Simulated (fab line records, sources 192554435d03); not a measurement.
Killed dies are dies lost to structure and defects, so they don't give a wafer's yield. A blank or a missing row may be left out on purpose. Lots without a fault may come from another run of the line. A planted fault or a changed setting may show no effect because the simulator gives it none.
fab line records | flow n5_finfet
record lots=9 wafers=27 last_day=19
route steps=1938 shown BEOL_M4@1111 BEOL_M15@1795 PASSIVATION@1936
lots that met no fault: from a run of the same line without faults
start_h: hours from the record's first day to the start of the lot's first wafer shown | wait_h: hours since the lot's step before | " the same as in the row above | L1.1+2: a row that stands for several wafers | - no value, or no start given | * or withheld: withheld | < > ~ a bound
route shown NAME@n: a module of which the file shows steps, and the number in the route of the first | usual: mean/standard deviation of fault-free wafers | same: alike in all rows | chamber/n: place in a boat | sites: the reading at each site | _std_site: their standard deviation | _edge_site: outer sites' mean less inner sites' | radius_mm: how far each site lies from the wafer's centre | mask NAME#n: copy n | behind: the tool/chamber that last shaped the wafer | hold: why the lot was held/for how many hours/how that ended | device: the transistor (n, p or np) that didn't switch | end of line: the same wafers' tests at the end of the route | a step without rows: its recipe alone | killed: dies lost to structure and defects at the first sort, not the wafer's yield | map: a wafer's dies, x killed, . not, _ none there
set.NAME: the setting as run; set.NAME@STEP: as run at that earlier step | model.NAME: the simulator's own value behind a step, which no gauge read
steps of the route over a sample of lots; a table a step, a row a wafer
services: from which hour (start_h, from the record's first day; less than 0 if before it) a tool's chamber was out of use, for how many hours, and why
## steps
# step N5_BEOL_M4_RC_MEAS_101
# usual DIBL_N=36.3/2.2 DIBL_P=36.0/2.4 IOFF_N=0.16/0.042 IOFF_P=0.22/0.041 ION_N=672/14 ION_P=462/7.9 SS_N=71.7/0.76 SS_P=73.3/0.72 VT_N=250/3.6 VT_P=-249/3
# columns lot.wafer tool chamber start_h wait_h DIBL_N[mV/V] DIBL_P[mV/V] IOFF_N[nA/um] IOFF_P[nA/um] ION_N[uA/um] ION_P[uA/um] SS_N[mV/dec] SS_P[mV/dec] VT_N[mV] VT_P[mV]
L190.1 prober-02 0 191.97 0.0 37.0 38.2 0.18 0.25 675 465 72.0 74.1 248 -249
L190.3 " 0 " " 38.0 38.6 0.19 0.25 666 454 72.3 73.6 246 -251
L190.6 " 0 " " 37.0 37.7 0.17 0.24 676 470 72.0 73.1 247 -249
L196.4 prober-02 0 222.45 0.7 37.8 35.5 0.18 0.22 675 464 72.2 73.7 250 -248
L196.5 " 0 " " 39.1 38.1 0.20 0.26 678 465 72.0 73.9 246 -249
L196.6 " 0 " " 39.7 37.4 0.20 0.23 680 461 72.5 73.3 249 -248
L201.1 prober-02 0 249.68 0.0 34.4 35.2 0.16 0.24 671 466 72.1 73.3 250 -245
L201.5 " 0 " " 34.4 34.6 0.16 0.23 689 475 71.0 73.2 247 -244
L201.6 " 0 " " 33.5 34.2 0.14 0.22 668 464 70.8 72.4 252 -246
L199.4 prober-02 0 252.12 0.5 36.8 36.9 0.16 0.25 674 469 72.6 73.8 249 -247
L199.5 " 0 " " 35.6 35.2 0.14 0.22 661 463 71.7 73.7 252 -248
L199.6 " 0 " " 35.8 34.2 0.12 0.20 643 445 72.1 73.2 255 -250
L200.1 prober-02 0 265.91 0.0 35.7 37.7 0.15 0.22 674 459 71.7 74.1 252 -250
L200.3 " 0 " " 35.9 38.6 0.17 0.25 675 465 71.6 74.2 249 -247
L200.5 " 0 " " 31.8 33.2 0.11 0.17 653 458 71.1 72.6 253 -253
L203.2 prober-01 0 269.69 0.2 35.7 35.3 0.14 0.18 650 445 71.6 72.7 253 -252
L203.3 " 0 " " 31.3 30.2 0.09 0.13 645 453 70.0 71.8 256 -254
L203.4 " 0 " " 37.2 37.2 0.17 0.20 662 460 72.2 73.2 250 -251
L202.1 prober-01 0 285.49 0.0 38.7 37.8 0.20 0.27 682 466 72.4 74.4 246 -247
L202.2 " 0 " " 36.1 35.1 0.13 0.21 671 471 70.9 72.9 253 -249
L202.5 " 0 " " 37.1 34.7 0.14 0.22 649 452 72.4 73.1 254 -250
L208.2 prober-01 0 316.66 0.2 39.2 37.0 0.23 0.21 668 447 74.3 73.7 251 -253
L208.5 " 0 " " 38.6 38.2 0.20 0.22 685 460 72.2 73.6 249 -251
L208.6 " 0 " " 38.5 37.3 0.20 0.21 688 454 72.5 73.6 250 -250
L209.1 prober-02 0 333.91 0.0 36.6 36.4 0.15 0.18 655 445 72.2 73.0 253 -253
L209.3 " 0 " " 34.5 35.3 0.13 0.18 664 459 70.8 72.3 251 -255
L209.6 " 0 " " 33.8 34.7 0.11 0.16 657 453 70.8 72.7 255 -252
# step N5_BEOL_M15_ETCH_57
# recipe chemistry=N2/H2 target=SOC source_w=3000 bias_w=350 time_s=750 ion_energy_ev=200 pressure_mtorr=30 n2_flow_sccm=200 h2_flow_sccm=200
# usual bias_w=350.2/0.99 chamber_pressure_mTorr=30.001/0.024 drypump_motor_current_A=5.6/0.51 h2_flow_sccm=200.0/0.6 oes_product_au=0.79/0.08 rf_fwd_power_W=2997/9.3 rf_vpp_V=523.8/1.7 showerhead_plenum_p_Torr=2.55/0.059 throttle_valve_pct=17.83/0.23
# columns lot.wafer tool chamber start_h wait_h bias_w chamber_pressure_mTorr drypump_motor_current_A h2_flow_sccm oes_product_au rf_fwd_power_W rf_hours_counter_h rf_vpp_V showerhead_plenum_p_Torr throttle_valve_pct
L190.1 rie_diel-06 2 269.21 - 349.6 30.030 5.8 199.6 0.73 2986 190 523.5 2.52 18.14
L190.3 " 0 " " 347.8 29.989 4.9 199.5 0.95 2993 2 522.8 2.51 17.21
L190.6 " 3 " " 348.3 30.016 6.3 199.5 0.88 3003 - 521.7 2.50 17.78
L196.4 rie_diel-04 0 302.02 - 351.5 29.990 5.1 200.1 0.76 2996 128 524.9 2.54 17.71
L196.5 " 1 " " 349.9 30.027 6.1 199.8 0.72 3000 - 527.3 2.63 17.83
L196.6 " 0 " " 350.5 30.018 5.1 200.7 0.76 3013 - 524.2 2.54 17.71
L199.4 rie_diel-06 3 332.85 - 350.4 30.012 6.3 200.4 0.86 2986 49 523.0 2.50 17.80
L199.5 " 3 " " 352.0 29.974 6.3 200.7 0.86 2994 - 522.1 2.50 17.78
L199.6 " 0 " " 349.7 30.048 4.9 200.6 0.88 3005 - 522.0 2.50 17.25
L201.1 rie_diel-06 2 339.16 - 351.3 29.988 5.8 200.6 0.71 3000 208 524.0 2.51 18.15
L201.5 " 1 " " 350.7 29.963 5.5 199.6 0.71 3013 - 525.5 2.62 18.06
L201.6 " 3 " " 349.9 30.001 6.3 199.7 0.85 2991 - 522.1 2.50 17.82
L200.1 rie_diel-06 3 342.71 - 349.5 30.031 6.3 200.6 0.85 2986 53 521.8 2.49 17.81
L200.3 " 0 " " 351.5 30.003 4.9 200.2 0.88 3015 22 523.5 2.50 17.25
L200.5 " 1 " " 348.8 30.010 5.5 200.1 0.71 2989 - 525.7 2.62 18.05
L203.2 rie_diel-04 0 349.10 - 348.5 29.970 5.1 198.7 0.75 2989 140 524.3 2.54 17.74
L203.3 " 1 " " 352.4 29.966 6.1 200.2 0.71 2999 216 524.3 2.62 17.87
L203.4 " 2 " " 351.0 29.966 5.0 200.8 0.81 3001 123 522.2 2.44 17.89
L202.1 rie_diel-02 1 369.33 - 352.5 30.023 5.7 200.6 0.75 2996 193 523.9 2.53 17.91
L202.2 " 2 " " 349.6 29.995 6.4 200.4 0.86 2993 61 524.0 2.58 17.72
L202.5 " 2 " " 349.2 29.996 6.4 200.2 0.85 2995 - 524.9 2.58 17.73
L208.2 rie_diel-02 2 414.62 - 351.0 30.040 6.4 200.1 0.83 2988 72 524.7 2.57 17.75
L208.5 " 0 " " 349.8 29.995 5.3 200.2 0.94 2990 - 522.8 2.50 17.81
L208.6 " 3 " " 351.5 29.972 4.9 201.0 0.70 2996 - 523.8 2.63 17.84
L209.1 rie_diel-06 2 441.43 - 352.1 29.993 5.8 199.8 0.70 2989 235 523.5 2.50 18.22
L209.3 " 1 " " 348.7 30.031 5.5 199.9 0.69 3004 246 525.0 2.60 18.10
L209.6 " 1 " " 349.5 29.993 5.5 199.4 0.69 2996 - 525.4 2.60 18.10
# step N5_BEOL_M15_INSPECT_30
# recipe mode=adi inspect_instrument=macro
# usual raw_defect_count=2.1/1.3
# columns lot.wafer tool chamber start_h wait_h raw_defect_count
L190.1 defect_inspect-02 - 270.16 0.0 2
L190.3 " - " " 1
L190.6 " - " " 2
L196.4 defect_inspect-02 - 302.85 0.0 1
L196.5 " - " " 3
L196.6 " - " " 4
L199.4 defect_inspect-01 - 333.68 0.0 0
L199.5 " - " " 5
L199.6 " - " " 1
L201.1 defect_inspect-02 - 339.98 0.0 1
L201.5 " - " " 2
L201.6 " - " " 1
L200.1 defect_inspect-02 - 343.67 0.0 0
L200.3 " - " " 2
L200.5 " - " " 5
L203.2 defect_inspect-01 - 349.93 0.0 2
L203.3 " - " " 1
L203.4 " - " " 0
L202.1 defect_inspect-02 - 370.28 0.0 2
L202.2 " - " " 2
L202.5 " - " " 0
L208.2 defect_inspect-02 - 415.58 0.0 2
L208.5 " - " " 2
L208.6 " - " " 2
L209.1 defect_inspect-01 - 442.25 0.0 1
L209.3 " - " " 2
L209.6 " - " " 1
# step N5_BEOL_M15_TRENCH_ETCH_34
# recipe chemistry=C4F8/O2/Ar target=SiO2 target_depth_a=8729.3 he_inner_torr=15 he_outer_torr=30 time_s=199 ion_energy_ev=800 pressure_mtorr=20 source_w=1905 bias_w=2040 Ar_flow_sccm=400 C4F8_flow_sccm=16 O2_flow_sccm=12
# usual C4F8_flow_sccm=16.01/0.051 O2_flow_sccm=12.00/0.041 drypump_motor_current_A=5.5/0.49 oes_f_703_au=0.78/0.066 oes_product_au=0.79/0.074 rf_fwd_power_W=1900/5.9 rf_vpp_V=2220/32 showerhead_plenum_p_Torr=3.44/0.078 throttle_valve_pct=30.95/0.2
# columns lot.wafer tool chamber start_h wait_h C4F8_flow_sccm O2_flow_sccm drypump_motor_current_A oes_f_703_au oes_product_au rf_fwd_power_W rf_hours_counter_h rf_vpp_V showerhead_plenum_p_Torr throttle_valve_pct
L190.1 rie_diel-06 1 270.28 0.0 16.05 11.94 5.5 0.73 0.72 1891 202 2210 3.55 31.14
L190.3 " 3 " " 15.97 11.98 6.3 0.87 0.88 1906 33 2212 3.38 30.96
L190.6 " 1 " " 16.08 11.93 5.5 0.73 0.73 1896 - 2209 3.55 31.16
L196.4 rie_diel-02 3 302.97 0.0 15.99 11.99 5.0 0.72 0.72 1889 205 2242 3.57 30.84
L196.5 " 1 " " 16.03 12.02 5.7 0.75 0.76 1905 - 2201 3.40 30.72
L196.6 " 0 " " 15.95 11.88 5.3 0.66 0.67 1908 - 2205 3.37 31.03
L199.4 rie_diel-04 2 333.88 0.0 16.05 11.94 5.0 0.78 0.81 1890 119 2295 3.33 31.13
L199.5 " 1 " " 15.95 11.97 6.2 0.73 0.71 1908 - 2224 3.55 30.86
L199.6 " 2 " " 16.03 12.04 5.0 0.78 0.81 1901 - 2296 3.33 31.12
L201.1 rie_diel-04 1 340.11 0.0 - - - - - - - - - -
L201.5 " 0 " " - - - - - - - - - -
L201.6 " 3 " " - - - - - - - - - -
L200.1 rie_diel-02 2 343.79 0.0 - - - - - - - - - -
L200.3 " 0 " " - - - - - - - - - -
L200.5 " 3 " " - - - - - - - - - -
L203.2 rie_diel-06 2 350.05 0.0 - - - - - - - - - -
L203.3 " 1 " " - - - - - - - - - -
L203.4 " 3 " " - - - - - - - - - -
L202.1 rie_diel-02 0 370.40 0.0 16.00 12.01 5.3 0.95 0.97 1894 2 2204 3.37 30.73
L202.2 " 3 " " 15.98 12.03 4.9 0.70 0.71 1898 221 2240 3.56 30.88
L202.5 " 1 " " 16.05 12.03 5.7 0.74 0.75 1906 - 2198 3.39 30.76
L208.2 rie_diel-06 3 416.19 0.0 16.03 11.96 6.3 0.82 0.83 1901 70 2211 3.36 31.03
L208.5 " 0 " " 15.97 11.98 4.9 0.85 0.86 1900 - 2188 3.38 30.49
L208.6 " 1 " " 15.92 12.08 5.5 0.70 0.70 1905 - 2208 3.53 31.19
L209.1 rie_diel-04 3 442.37 0.0 15.93 11.97 5.3 0.76 0.77 1900 118 2182 3.47 31.03
L209.3 " 0 " " 15.92 12.05 5.1 0.74 0.73 1899 163 2200 3.43 30.96
L209.6 " 3 " " 15.95 12.02 5.3 0.75 0.77 1907 - 2182 3.47 31.04
# step N5_BEOL_M15_STRIP_36
# recipe chemistry=O2 power_w=600 temp_c=60 pressure_mtorr=30 rf_frequency_hz=6e+07 bias_power_w=0 overash_fraction=0.3 o2_flow_sccm=225
# usual drypump_motor_current_A=5.5/0.51 oes_product_au=0.78/0.077 rf_vpp_V=3.5/0.99 showerhead_plenum_p_Torr=2.11/0.053 throttle_valve_pct=16.70/0.26
# columns lot.wafer tool chamber start_h wait_h drypump_motor_current_A oes_product_au rf_hours_counter_h rf_vpp_V showerhead_plenum_p_Torr throttle_valve_pct
L190.1 rie_diel-04 0 272.06 1.6 5.1 0.77 121 3.0 2.09 16.64
L190.3 " 1 " " 6.1 0.72 195 4.1 2.19 16.72
L190.6 " 3 " " 5.3 0.80 - 2.8 2.14 16.73
L196.4 rie_diel-04 1 306.50 3.3 6.1 0.70 205 3.8 2.18 16.74
L196.5 " 0 " " 5.1 0.75 - 3.6 2.09 16.64
L196.6 " 3 " " 5.3 0.78 - 3.0 2.14 16.76
L199.4 rie_diel-02 2 335.40 1.3 6.3 0.86 52 2.7 2.14 16.69
L199.5 " 3 " " 4.9 0.71 - 4.8 2.17 16.62
L199.6 " 2 " " 6.3 0.87 - 2.6 2.14 16.66
L201.1 rie_diel-06 3 341.57 1.3 6.2 0.86 52 3.3 2.04 16.49
L201.5 " 3 " " 6.3 0.87 - 1.7 2.04 16.47
L201.6 " 2 " " 5.8 0.71 - 6.3 2.09 17.12
L200.1 rie_diel-02 2 345.19 1.2 6.3 0.86 55 6.6 2.14 16.65
L200.3 " 3 " " 5.0 0.70 216 3.3 2.17 16.66
L200.5 " 1 " " 5.7 0.74 - 6.0 2.08 16.68
L203.2 rie_diel-02 2 355.86 5.6 6.4 0.85 58 3.8 2.14 16.67
L203.3 " 1 " " 5.7 0.74 190 3.7 2.08 16.66
L203.4 " 2 " " 6.4 0.86 - 4.1 2.14 16.66
L202.1 rie_diel-06 0 379.14 8.6 4.9 0.88 30 2.6 2.05 16.10
L202.2 " 1 " " 5.5 0.70 228 2.9 2.16 16.98
L202.5 " 3 " " 6.2 0.84 - 2.6 2.03 16.47
L208.2 rie_diel-04 2 418.39 2.0 5.0 0.78 140 3.6 2.02 16.87
L208.5 " 1 " " 6.1 0.70 - 4.8 2.17 16.80
L208.6 " 2 " " 5.0 0.78 - 3.9 2.02 16.89
L209.1 rie_diel-02 1 443.28 0.7 5.7 0.71 216 3.1 2.07 16.74
L209.3 " 3 " " 5.0 0.69 244 3.0 2.16 16.67
L209.6 " 0 " " 5.3 0.92 - 3.6 2.06 16.55
# step N5_PASSIVATION_PROBE_49
# usual defect_limited_yield=91.3/1.7 killed_at_M0_to_M3=33/9.9 killed_at_M4_up=14/6.4 killed_at_contacts=12/7 killed_at_front_end=41/13 killed_at_other=3.1/2.9 killed_dies=103/20 killed_on_rim=13/4 killed_open=67/14 killed_short=34/9.4 sort_bin_5_function=5.1/1.1 sort_bin_6_memory=3.2/0.79 sort_bin_8_speed=0.02/0.15 sort_n_pass=1077/21 sort_yield_pct=91.2/1.7
# same gross_dies=1180 killed_at_back_side=0 sort_bin_4_leakage[%]=0
# columns lot.wafer tool chamber start_h wait_h defect_limited_yield[%] killed_at_M0_to_M3 killed_at_M4_up killed_at_contacts killed_at_front_end killed_at_other killed_dies killed_on_rim killed_open killed_short sort_bin_5_function[%] sort_bin_6_memory[%] sort_bin_8_speed[%] sort_n_pass sort_yield_pct[%]
L190.1 prober-01 - 291.30 0.0 90.5 45 8 18 40 1 112 12 64 47 5.4 3.6 0 1068 90.5
L190.3 prober-01 - 291.40 0.1 92.1 43 13 7 29 1 93 12 56 36 4.8 2.9 0 1087 92.1
L190.6 prober-01 - 291.55 0.3 92.4 35 16 11 28 0 90 8 56 34 3.6 3.8 0 1090 92.4
L196.4 prober-02 - 324.97 0.2 91.4 40 10 19 31 1 101 12 56 45 5.1 3.3 0 1079 91.4
L196.5 prober-02 - 325.02 0.2 89.7 45 8 19 37 12 121 14 76 39 5.8 3.7 0 1059 89.7
L196.6 prober-02 - 325.07 0.3 92.5 26 6 11 42 4 89 13 57 25 4.4 2.4 0 1091 92.5
L199.4 prober-02 - 351.55 0.2 90.8 41 17 17 33 1 109 12 78 30 5.4 3.6 0.08 1071 90.8
L199.5 prober-02 - 351.60 0.2 91.3 35 11 32 24 1 103 15 72 30 5.3 3.1 0 1077 91.3
L199.6 prober-02 - 351.65 0.3 92.4 43 10 12 24 1 90 7 59 30 4.7 2.8 1.78 1069 90.6
L201.1 prober-01 - 362.31 0.0 0 19 1108 12 39 2 1180 152 61 31 97.2 2.5 0 0 0
L201.5 prober-01 - 362.51 0.2 0 25 1093 6 51 5 1180 152 60 39 96.5 3.4 0 0 0
L201.6 prober-01 - 362.56 0.3 0 14 1118 10 33 5 1180 152 59 26 96.7 3.0 0 0 0
L200.1 prober-01 - 362.88 0.0 0 39 1066 26 44 5 1180 152 71 51 94.7 4.8 0 0 0
L200.3 prober-01 - 362.98 0.1 0 48 1070 7 53 2 1180 152 77 44 94.4 4.9 0 0 0
L200.5 prober-01 - 363.08 0.2 0 53 1051 29 43 4 1180 152 91 49 94.7 5.0 0 0 0
L203.2 prober-02 - 378.25 0.1 0 34 1094 16 34 2 1180 152 70 28 96.3 3.6 0 0 0
L203.3 prober-02 - 378.30 0.1 0 40 1101 5 30 4 1180 152 58 34 96.1 3.1 0 0 0
L203.4 prober-02 - 378.35 0.2 0 34 1079 7 50 10 1180 152 69 38 95.1 3.9 0 0 0
L202.1 prober-02 - 395.11 0.0 92.4 32 10 14 34 0 90 15 44 42 4.4 2.6 0 1090 92.4
L202.2 prober-02 - 395.16 0.1 92.3 27 4 16 39 5 91 14 47 38 4.8 2.6 0 1089 92.3
L202.5 prober-02 - 395.31 0.2 90.8 19 9 29 51 0 108 11 64 43 6.3 2.5 0 1072 90.8
L208.2 prober-01 - 437.73 0.1 92.0 21 13 7 53 0 94 9 68 26 4.3 3.6 0 1086 92.0
L208.5 prober-01 - 437.88 0.2 89.8 37 8 11 60 4 120 12 85 34 6.2 3.8 0 1060 89.8
L208.6 prober-01 - 437.93 0.3 87.3 64 15 12 57 2 150 17 97 50 7.8 4.8 0 1030 87.3
L209.1 prober-02 - 461.80 0.0 91.0 34 22 5 40 5 106 17 68 32 5.5 2.8 0 1074 91.0
L209.3 prober-02 - 461.90 0.1 91.0 20 22 4 53 7 106 13 80 23 4.3 4.4 0 1074 91.0
L209.6 prober-02 - 462.05 0.3 90.8 40 21 8 33 7 109 11 74 31 4.7 4.1 0 1071 90.8
# killed by level:class
L190.1 MOL_CONTACT_COAG:geometric_particle:open=14 BEOL_M0_SAQP:geometric_particle:short=14 BEOL_M3:geometric_particle:open=10 FIN_SAQP:geometric_particle:short=8 STI_FIN_REVEAL:geometric_particle:open=8 BEOL_M0_SAQP:geometric_particle:open=6 BEOL_M2:geometric_particle:short=6 DUMMY_GATE:geometric_particle:open=5
L190.3 BEOL_M0_SAQP:geometric_particle:short=14 BEOL_M0_SAQP:geometric_particle:open=11 MOL_CONTACT_COAG:geometric_particle:open=6 DUMMY_GATE:geometric_particle:open=4 BEOL_M0:geometric_particle:open=4 BEOL_M1:geometric_particle:open=4 BEOL_M1:geometric_particle:short=4 BEOL_M3:geometric_particle:open=4
L190.6 STI_FIN_REVEAL:geometric_particle:open=7 MOL_CONTACT_COAG:geometric_particle:open=6 BEOL_M0_SAQP:geometric_particle:open=6 BEOL_M1:geometric_particle:short=6 STARTING-WAFER:geometric_particle:open=6 MOL_CONTACT_COAG:geometric_particle:short=5 BEOL_M2:geometric_particle:open=5 FIN_SAQP:geometric_particle:short=4
L196.4 MOL_CONTACT_COAG:geometric_particle:open=14 BEOL_M0_SAQP:geometric_particle:short=13 BEOL_M0_SAQP:geometric_particle:open=9 BEOL_M2:geometric_particle:open=8 FIN_SAQP:geometric_particle:open=6 FIN_SAQP:geometric_particle:short=6 GATE_CUT:geometric_particle:short=6 MOL_CONTACT_COAG:geometric_particle:short=5
L196.5 MOL_CONTACT_COAG:geometric_particle:open=17 BEOL_M0_SAQP:geometric_particle:open=10 FIN_SAQP:geometric_particle:short=9 BEOL_M1:geometric_particle:open=9 BEOL_M2:geometric_particle:open=8 BEOL_M0_SAQP:geometric_particle:short=6 PASS1_DEP:geometric_particle:open=6 HKMG_FIN:area_etch=6
L196.6 FIN_SAQP:geometric_particle:open=10 MOL_CONTACT_COAG:geometric_particle:open=9 BEOL_M2:geometric_particle:open=7 HKMG_FIN:area_etch=7 BEOL_M3:geometric_particle:open=6 FIN_SAQP:geometric_particle:short=5 BEOL_M0_SAQP:geometric_particle:short=5 BEOL_M0_SAQP:geometric_particle:open=4
L199.4 MOL_CONTACT_COAG:geometric_particle:open=16 BEOL_M2:geometric_particle:open=13 BEOL_M4:geometric_particle:open=10 BEOL_M0_SAQP:geometric_particle:open=9 STARTING-WAFER:geometric_particle:short=6 FIN_SAQP:geometric_particle:short=5 BEOL_M0_SAQP:geometric_particle:short=5 BEOL_M1:geometric_particle:open=5
L199.5 MOL_CONTACT_COAG:geometric_particle:open=26 BEOL_M2:geometric_particle:open=9 BEOL_M0_SAQP:geometric_particle:short=8 MOL_CONTACT_COAG:geometric_particle:short=6 BEOL_M1:geometric_particle:open=5 FIN_SAQP:geometric_particle:short=4 BEOL_M0_SAQP:geometric_particle:open=4 BEOL_M2:geometric_particle:short=4
L199.6 BEOL_M1:geometric_particle:open=18 BEOL_M2:geometric_particle:open=9 FIN_SAQP:geometric_particle:open=7 FIN_SAQP:geometric_particle:short=7 BEOL_M0_SAQP:geometric_particle:short=7 MOL_CONTACT_COAG:geometric_particle:short=6 MOL_CONTACT_COAG:geometric_particle:open=6 BEOL_M0_SAQP:geometric_particle:open=4
L201.1 BEOL_M15:area_etch=1088 FIN_SAQP:geometric_particle:open=10 MOL_CONTACT_COAG:geometric_particle:open=9 FIN_SAQP:geometric_particle:short=8 BEOL_M1:geometric_particle:open=8 DUMMY_GATE:geometric_particle:open=5 GATE_CUT:geometric_particle:short=5 BEOL_M7:geometric_particle:open=4
L201.5 BEOL_M15:area_etch=1081 FIN_SAQP:geometric_particle:short=13 FIN_SAQP:geometric_particle:open=11 STI_FIN_REVEAL:geometric_particle:open=11 BEOL_M0_SAQP:geometric_particle:short=5 BEOL_M0_SAQP:geometric_particle:open=5 BEOL_M3:geometric_particle:open=5 BEOL_M5:geometric_particle:open=5
L201.6 BEOL_M15:area_etch=1095 MOL_CONTACT_COAG:geometric_particle:open=10 BEOL_M4:geometric_particle:open=7 FIN_SAQP:geometric_particle:short=6 STI_FIN_REVEAL:geometric_particle:open=6 BEOL_M0_SAQP:geometric_particle:open=5 BEOL_M0_SAQP:geometric_particle:short=5 BEOL_M5:geometric_particle:open=5
L200.1 BEOL_M15:area_etch=1058 MOL_CONTACT_COAG:geometric_particle:open=19 BEOL_M0_SAQP:geometric_particle:short=14 FIN_SAQP:geometric_particle:short=9 STI_FIN_REVEAL:geometric_particle:open=8 BEOL_M0_SAQP:geometric_particle:open=8 FIN_SAQP:geometric_particle:open=7 MOL_CONTACT_COAG:geometric_particle:short=7
L200.3 BEOL_M15:area_etch=1058 BEOL_M3:geometric_particle:open=16 FIN_SAQP:geometric_particle:short=15 STI_FIN_REVEAL:geometric_particle:open=11 FIN_SAQP:geometric_particle:open=9 GATE_CUT:geometric_particle:short=9 BEOL_M0_SAQP:geometric_particle:short=8 BEOL_M4:geometric_particle:open=8
L200.5 BEOL_M15:area_etch=1037 MOL_CONTACT_COAG:geometric_particle:open=24 BEOL_M3:geometric_particle:open=12 BEOL_M2:geometric_particle:open=11 FIN_SAQP:geometric_particle:open=10 FIN_SAQP:geometric_particle:short=9 STI_FIN_REVEAL:geometric_particle:open=9 GATE_CUT:geometric_particle:short=7
L203.2 BEOL_M15:area_etch=1080 MOL_CONTACT_COAG:geometric_particle:open=14 BEOL_M3:geometric_particle:open=9 STI_FIN_REVEAL:geometric_particle:open=9 BEOL_M0_SAQP:geometric_particle:short=7 BEOL_M0_SAQP:geometric_particle:open=6 BEOL_M4:geometric_particle:open=6 FIN_SAQP:geometric_particle:open=5
L203.3 BEOL_M15:area_etch=1083 BEOL_M3:geometric_particle:open=9 STI_FIN_REVEAL:geometric_particle:open=7 BEOL_M0_SAQP:geometric_particle:open=7 BEOL_M0_SAQP:geometric_particle:short=6 BEOL_M4:geometric_particle:open=6 FIN_SAQP:geometric_particle:short=5 BEOL_M1:geometric_particle:open=5
L203.4 BEOL_M15:area_etch=1063 FIN_SAQP:geometric_particle:short=15 BEOL_M0_SAQP:geometric_particle:open=10 HKMG_FIN:area_etch=8 FIN_SAQP:geometric_particle:open=7 STI_FIN_REVEAL:geometric_particle:open=7 MOL_CONTACT_COAG:geometric_particle:open=7 BEOL_M0_SAQP:geometric_particle:short=7
L202.1 BEOL_M0_SAQP:geometric_particle:short=13 FIN_SAQP:geometric_particle:short=12 MOL_CONTACT_COAG:geometric_particle:open=11 BEOL_M2:geometric_particle:open=8 GATE_CUT:geometric_particle:short=4 BEOL_M0_SAQP:geometric_particle:open=4 FIN_SAQP:geometric_particle:open=3 MOL_CONTACT_COAG:geometric_particle:short=3
L202.2 FIN_SAQP:geometric_particle:short=11 FIN_SAQP:geometric_particle:open=9 MOL_CONTACT_COAG:geometric_particle:open=9 BEOL_M3:geometric_particle:open=8 GATE_CUT:geometric_particle:short=7 MOL_CONTACT_COAG:geometric_particle:short=7 BEOL_M1:geometric_particle:open=5 GATE_CUT:geometric_particle:open=4
L202.5 MOL_CONTACT_COAG:geometric_particle:open=24 FIN_SAQP:geometric_particle:short=16 FIN_SAQP:geometric_particle:open=13 BEOL_M0_SAQP:geometric_particle:open=6 GATE_CUT:geometric_particle:short=5 MOL_CONTACT_COAG:geometric_particle:short=5 STI_FIN_REVEAL:geometric_particle:open=4 BEOL_M0_SAQP:geometric_particle:short=4
L208.2 STI_FIN_REVEAL:geometric_particle:open=10 FIN_SAQP:geometric_particle:short=9 FIN_SAQP:geometric_particle:open=9 MOL_CONTACT_COAG:geometric_particle:open=7 BEOL_M0_SAQP:geometric_particle:open=7 DUMMY_GATE:geometric_particle:open=6 BEOL_M0_SAQP:geometric_particle:short=4 STARTING-WAFER:geometric_particle:short=3
L208.5 STI_FIN_REVEAL:geometric_particle:open=27 BEOL_M0_SAQP:geometric_particle:short=15 MOL_CONTACT_COAG:geometric_particle:open=10 STARTING-WAFER:geometric_particle:open=8 BEOL_M0_SAQP:geometric_particle:open=7 FIN_SAQP:geometric_particle:short=6 BEOL_M0:geometric_particle:open=6 FIN_SAQP:geometric_particle:open=5
L208.6 BEOL_M0_SAQP:geometric_particle:short=23 BEOL_M0_SAQP:geometric_particle:open=20 STI_FIN_REVEAL:geometric_particle:open=17 FIN_SAQP:geometric_particle:open=14 BEOL_M2:geometric_particle:open=11 MOL_CONTACT_COAG:geometric_particle:open=10 FIN_SAQP:geometric_particle:short=8 BEOL_M5:geometric_particle:open=6
L209.1 BEOL_M3:geometric_particle:open=11 BEOL_M4:geometric_particle:open=11 STI_FIN_REVEAL:geometric_particle:open=8 BEOL_M0_SAQP:geometric_particle:short=7 BEOL_M0_SAQP:geometric_particle:open=7 FIN_SAQP:geometric_particle:short=5 HKMG_FIN:area_etch=5 FIN_SAQP:geometric_particle:open=4
L209.3 FIN_SAQP:geometric_particle:open=24 STI_FIN_REVEAL:geometric_particle:open=12 BEOL_M4:geometric_particle:open=7 FIN_SAQP:geometric_particle:short=6 BEOL_M0_SAQP:geometric_particle:open=6 BEOL_M2:geometric_particle:open=6 GATE_CUT:geometric_particle:short=4 MOL_CONTACT_COAG:geometric_particle:open=4
L209.6 BEOL_M0_SAQP:geometric_particle:open=16 STI_FIN_REVEAL:geometric_particle:open=10 BEOL_M4:geometric_particle:open=9 FIN_SAQP:geometric_particle:open=6 BEOL_M1:geometric_particle:open=6 MOL_CONTACT_COAG:geometric_particle:open=6 BEOL_M2:geometric_particle:open=5 BEOL_M3:geometric_particle:open=5
## services
# columns tool chamber start_h hours kind
rie_diel-06 1 295.74 3.9 repair
rie_diel-06 1 303.97 8.4 repair
rie_diel-06 0 337.93 3.2 repair
rie_diel-04 3 342.35 3.4 repair
rie_diel-02 0 344.87 - clean
rie_diel-02 0 344.87 - consumable_replace:focus_ring
rie_diel-02 0 344.87 15.9 scheduled_down
rie_diel-02 0 344.87 15.9 vent_cycle
rie_diel-02 3 347.28 2.8 repair
rie_diel-04 0 359.94 1.7 repair
rie_diel-04 3 395.94 23.0 repair
rie_diel-04 - 403.75 0.9 repair
rie_diel-04 0 409.11 3.8 repair
rie_diel-04 - 413.19 2.8 pm
rie_diel-04 2 426.35 1.6 repair
rie_diel-06 - 432.98 2.1 repair
rie_diel-02 2 440.36 18.8 repair
## key
first_sign step=N5_BEOL_M15_TRENCH_ETCH_34 reading=tool_record direction=missing
effect step=N5_PASSIVATION_PROBE_49 reading=killed_at_M4_up direction=up sigmas=99+ usual=14 struck=1087
more_kills_born_at N5_BEOL_M15_TRENCH_ETCH_34@rie_diel-04=3264 N5_BEOL_M15_TRENCH_ETCH_34@rie_diel-06=3226 N5_BEOL_M15_TRENCH_ETCH_34@rie_diel-02=3153
met_at N5_BEOL_M15_TRENCH_ETCH_34
struck_lots L200,L201,L203
later_rows_left_out L200.1,L200.3,L200.5,L201.1,L201.5,L201.6,L203.2,L203.3,L203.4
not_acting_at N5_BEOL_M15_ETCH_57,N5_BEOL_M15_INSPECT_30,N5_BEOL_M15_STRIP_36
onset_between 333.88 340.11
fault kind=skipped_step_whole tool=rie_diel-02,rie_diel-04,rie_diel-06 chamber=- onset_h=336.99 steps=N5_BEOL_M15_TRENCH_ETCH_34 scope=struck_lots_only
# later_rows_left_out: the simulator's readings of these wafers behind a module that went badly wrong aren't trusted and aren't shown, but for the sort
